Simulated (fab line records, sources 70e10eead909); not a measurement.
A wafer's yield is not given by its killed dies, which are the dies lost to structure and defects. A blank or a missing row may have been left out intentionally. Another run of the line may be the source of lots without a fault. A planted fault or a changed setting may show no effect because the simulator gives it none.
Matching of chambers ; flow nand_harc ; NHARC_P_CONTACT_ETCH_35 on rie_diel-08 has 3 sister chambers
The step etches the open film in CF4, target depth 39 nm, time 65 s. 3 wafers are shown with their chamber, then 5 later ones without.

WAFERS, EACH WITH ITS CHAMBER
wafer;chamber;drypump_motor_current_A (A)
L648.5;3;5.5
L651.2;1;5.9
L651.4;2;5.4

WAFERS MISSING THEIR CHAMBER
wafer;drypump_motor_current_A (A)
L651.5;5.8
L652.5;5.9
L664.4;5.5
L664.5;5.5
L664.6;5.4

WHICH CHAMBER EACH WENT THROUGH
wafer;from the rows above;in truth
L651.5;1;1
L652.5;1;1
L664.4;3;3
L664.5;3;3
L664.6;2;2
Correct placement for 5 of the 5. Number that these rows cannot place: 0. Number placed wrongly: 0.
How it was worked out, from the rows above alone: a wafer's distance from a chamber is the root of the sum, over the readings, of the square of ((its reading less the chamber's mean) divided by the reading's scatter). If the next closest chamber is less than 2 further off than the closest, the wafer can't be placed; otherwise it belongs to the closest. A chamber's mean is the mean of its shown wafers. The scatter (one wafer shown for each chamber): square how far every hidden wafer sits from the nearest shown wafer, average those squares and take the square root.
